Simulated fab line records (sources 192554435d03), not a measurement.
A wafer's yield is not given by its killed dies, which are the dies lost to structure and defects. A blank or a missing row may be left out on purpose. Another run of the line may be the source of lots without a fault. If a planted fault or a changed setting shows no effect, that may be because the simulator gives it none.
A lot that was struck, set against a sound lot	flow n5 finfet	16 out of 1938 route steps
Sound: these wafers, L722.1, L722.4, L722.6. The struck wafers were L740.3, L740.4, L740.5. At the end, the cause is stated.
For every step that has rows: the tool of each side, followed by ch and its chambers, followed by its first start. Under that, the readings that differ: sound wafers	struck wafers	difference of the means	sigmas: that difference in standard deviations of wafers without a fault.
alike: readings with means less than 2 such deviations apart, plus words and numbers identical on both sides. not compared: withheld readings, readings lacking a value on some wafer, bounds such as >300 that could conceal the same value, and numbers that have no deviation in the record and whose values overlap.
A row with sigmas, a row that says differs or no value, or rows on one side alone: a step with any of these is where the two part. Numbers that have no deviation but don't overlap get no sigmas and don't part them. Lack of a reading on every wafer of one side parts them only where that side has two or more wafers.

N5_BEOL_M2_INSPECT_30: inspects for defects (brightfield).
  sound: defect inspect-02 at day 6 13:09; struck: defect inspect-01 at day 11 02:49
reading	sound	struck	difference	sigmas
raw defect count	583 636 650	370 331 378	-263	-3
N5_BEOL_M2_DESCUM_33: chemistry O2, time 7 s.
  sound on rie diel-02 ch 0,2,3, day 6 13:11; struck on rie diel-02 ch 0,2,3, day 11 02:50
  alike: chamber pressure mTorr, drypump motor current A, oes product au, rf vpp V, showerhead plenum p Torr, throttle valve pct
  not compared: rf hours counter h
then, 1 step without rows for these wafers: N5_BEOL_M2_ETCH_77 (etches underlayer in N2/H2, target depth 6.5 nm, time 5.2 s).
N5_BEOL_M2_ETCH_69: etches SiARC in CF4, target depth 15.6 nm, time 26 s.
  sound on rie diel-02 ch 0,2,3, day 6 13:14; struck on rie diel-02 ch 0,2,3, day 11 02:54
  alike: bias w, chamber pressure mTorr, drypump motor current A, etch rf on time s, oes product au, rf vpp V, showerhead plenum p Torr, throttle valve pct
  not compared: rf hours counter h
then, 1 step without rows for these wafers: N5_BEOL_M2_ALD_98 (deposits SiO2, target thk 2.5 nm, pulse time 1 s, co reactant pulse time 1 s).
N5_BEOL_M2_ETCHBACK_99: etches SiO2 in CHF3, target depth 5 nm, time 10.4 s.
  sound on rie diel-02 ch 0,1, day 6 17:55; struck on rie diel-02 ch 1,2, day 11 08:05
  alike: chamber pressure mTorr, drypump motor current A, oes product au, rf vpp V, showerhead plenum p Torr, throttle valve pct
  not compared: rf hours counter h
N5_BEOL_M2_ETCH_70: etches SOC in N2/H2, target depth 80 nm, overetch 24 nm, time 130 s.
  sound on rie diel-02 ch 0,1, day 6 17:57; struck on rie diel-02 ch 1,2, day 11 08:08
  alike: bias w, chamber pressure mTorr, drypump motor current A, oes product au, rf vpp V, showerhead plenum p Torr, throttle valve pct
  not compared: rf hours counter h
then, 4 steps without rows for these wafers: N5_BEOL_M2_STRIP_71 (strips in N2/H2); N5_BEOL_M2_STRIP_78 (strips in N2/H2); N5_BEOL_M2_VIA_ETCH_34 (etches the open film in C4F6/O2, target depth 69.4 nm, time 65.9 s); N5_BEOL_M2_STRIP_83 (strips in C4F6/O2).
N5_BEOL_M2_STRIP_36: strips in N2/H2.
  sound on rie diel-02 ch 0,1, day 6 18:07; struck on rie diel-02 ch 1,2, day 11 08:18
  alike: chamber pressure mTorr, drypump motor current A, oes product au, rf vpp V, showerhead plenum p Torr, throttle valve pct
  not compared: rf hours counter h
N5_BEOL_M2_TRENCH_ETCH_37: etches SiOC in C4F6/O2, target depth 55.555 nm, time 29.2 s.
  sound on rie diel-02 ch 0,1, day 6 18:10; struck on rie diel-02 ch 1,2, day 11 08:20
reading	sound	struck	difference	sigmas
bias w (W)	185.6 185.5 185.1	190.2 190.0 191.8	+5.3	+10
rf vpp V (V)	663 672 673	678 680 678	+9	+2
  alike: chamber pressure mTorr, drypump motor current A, oes product au, showerhead plenum p Torr, throttle valve pct
  not compared: rf hours counter h
then, 1 step without rows for these wafers: N5_BEOL_M2_ETCH_41 (etches SiCN in CH3F/O2, target depth 29.9 nm, time 52.5 s).
N5_BEOL_M4_RC_MEAS_101:
  sound on prober-01 ch 0, day 7 19:52; struck on prober-02 ch 0, day 12 21:02
reading	sound	struck	difference	sigmas
ION_P (uA/um)	464 472 467	457 454 455	-12	-2
  alike: DIBL_N, DIBL_P, IOFF_N, IOFF_P, ION_N, SS_N, SS_P, VT_N, VT_P
-- a jump in the record: the struck wafers' starts before and after are 4 days apart (it breaks off in module BEOL_M4 and resumes in module PASSIVATION, where the first step shown is number 1936 of the route) --
N5_PASSIVATION_PROBE_49:
  sound: prober-01 at day 12 00:45; struck: prober-02 at day 17 06:08
  alike: defect limited yield, killed_at_M0_to_M3, killed_at_M4_up, killed at contacts, killed at front end, killed at other, killed dies, killed open, killed short, sort_bin_5_function, sort_bin_6_memory, sort n pass, sort yield pct

WHERE THEY PART
First at N5_BEOL_M2_INSPECT_30; last, within this record, at N5_BEOL_M4_RC_MEAS_101. Later steps at which nothing parts them and some readings are alike: N5_PASSIVATION_PROBE_49.

WHY: what the simulator had put in
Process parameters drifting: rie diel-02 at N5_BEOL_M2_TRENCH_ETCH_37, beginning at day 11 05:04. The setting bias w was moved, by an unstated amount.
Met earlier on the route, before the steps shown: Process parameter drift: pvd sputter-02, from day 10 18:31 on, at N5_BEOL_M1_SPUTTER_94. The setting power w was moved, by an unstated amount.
